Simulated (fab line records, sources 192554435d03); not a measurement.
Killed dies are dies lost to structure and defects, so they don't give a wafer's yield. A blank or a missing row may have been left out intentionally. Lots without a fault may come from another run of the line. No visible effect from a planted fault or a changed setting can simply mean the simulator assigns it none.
Split-lot experiment | flow n5 finfet | 7 lots, 21 wafers read, on a route of 1938 steps

## THE SPLIT
At N5_BEOL_M3_COAT_68 (time 60 s, resist thk 12 nm), the setting spin rpm was moved away from the recipe's 1500 rpm on 7 of the 21 wafers read, by -10.7% to +9.9%. All remaining wafers had this setting at the recipe value.

## FROM THE SPLIT TO THE READING: what the file shows between them, 4 steps
- N5_BEOL_M3_COAT_76: time 60 s, resist thk 5 nm
- N5_BEOL_M3_COAT_22: resist thk 30 nm
- N5_BEOL_M3_DESCUM_33: chemistry O2, time 7 s
- N5_BEOL_M3_ETCH_77: etches underlayer in N2/H2, target depth 6.5 nm, time 5.2 s

## THE READING
etch.depth nm (the simulator's own value, which no gauge read), in nm, at N5_BEOL_M3_ETCH_69 (etches SiARC in CF4, target depth 15.6 nm, time 26 s). The file does not state a usual value for it. Across the 14 wafers here that went through the recipe, the average is 12.04 nm and the standard deviation 0.025 nm.

wafer  | tool, chamber at the split | spin rpm as run, rpm | against the recipe | etch.depth nm, nm | against lot-mates on the recipe
L075.2 | litho track-04, 0          | 1500                 | recipe             | 12.01             | -
L075.3 | litho track-04, 0          | 1500                 | recipe             | 12.03             | -
L075.6 | litho track-04, 0          | 1452                 | -3.2%              | 12.22             | +0.20
L077.1 | litho track-01, 0          | 1500                 | recipe             | 12.04             | -
L077.2 | litho track-01, 0          | 1500                 | recipe             | 12.09             | -
L077.5 | litho track-01, 0          | 1500                 | recipe             | 12.06             | -
L078.4 | litho track-01, 0          | 1452                 | -3.2%              | 12.26             | +0.22
L078.5 | litho track-01, 0          | 1500                 | recipe             | 12.05             | -
L078.6 | litho track-01, 0          | 1500                 | recipe             | 12.03             | -
L081.1 | litho track-03, 0          | 1500                 | recipe             | 12.05             | -
L081.3 | litho track-03, 0          | 1500                 | recipe             | 12.06             | -
L081.5 | litho track-03, 0          | 1638                 | +9.2%              | 11.54             | -0.52
L082.1 | litho track-04, 0          | 1584                 | +5.6%              | 11.74             | -0.30
L082.2 | litho track-04, 0          | 1500                 | recipe             | 12.01             | -
L082.5 | litho track-04, 0          | 1500                 | recipe             | 12.07             | -
L090.2 | litho track-01, 0          | 1340                 | -10.7%             | 12.73             | +0.74
L090.4 | litho track-01, 0          | 1500                 | recipe             | 11.99             | -
L090.6 | litho track-01, 0          | 1340                 | -10.7%             | 12.69             | +0.70
L093.4 | litho track-04, 0          | 1500                 | recipe             | 12.04             | -
L093.5 | litho track-04, 0          | 1500                 | recipe             | 12.05             | -
L093.6 | litho track-04, 0          | 1648                 | +9.9%              | 11.51             | -0.54

THE FIT
A straight line over all 21 wafers: etch.depth nm changes by -0.0586 nm for each +1% of spin rpm; r = -0.99; the points scatter about the line by 0.03 nm.
The same after taking each lot's own level away (the mean of its wafers on the recipe; 21 wafers): -0.0615 nm for each +1%; r = -0.99; scatter 0.031 nm.
According to that fit, moving spin rpm by its largest amount changes the reading by 0.66 nm.
Across the lots, their own levels run from 11.990 to 12.063 nm, a range of 2.9 times the standard deviation given above.
The two slopes are in agreement: the lot-to-lot level therefore moves the slope only a little.
Check: with one of the wafers moved furthest among these (-10.7%) left out of the fit, the line predicts +0.643 nm for it against its lot-mates. Against them it came out at +0.74 nm.

## ADDITIONAL SPLITS CARRIED BY THESE WAFERS
Other splits were also applied to these wafers ahead of the reading. Each is held against what the fit with the lots' levels taken away leaves over:
other split on the same wafers | wafers away from the commonest value | r with etch.depth nm (lot level and that fit taken away)
N5_BEOL_M3_COAT_67 spin rpm    | 5                                    | -0.07

## THE WHOLE CHAIN: every reading that the file lists as answering this split, in the file's order
step               | what it does                                         | reading                                                                          | change (the file's fit)                | r (the file's)
N5_BEOL_M3_COAT_68 | time 60 s, resist thk 12 nm                          | SiARC_of_BEOL_M3_COAT_68.thk nm (the simulator's own value, which no gauge read) | -0.0503 nm for each +1% of the setting | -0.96
N5_BEOL_M3_ETCH_69 | etches SiARC in CF4, target depth 15.6 nm, time 26 s | etch rf on time s                                                                | withheld for each +1% of the setting   | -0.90
N5_BEOL_M3_ETCH_69 | etches SiARC in CF4, target depth 15.6 nm, time 26 s | etch.depth nm (the simulator's own value, which no gauge read)                   | -0.0597 nm for each +1% of the setting | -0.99

## THE FILE'S OWN FIT
etch.depth nm changes by -0.0597 nm for each +1% of spin rpm, r = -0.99.
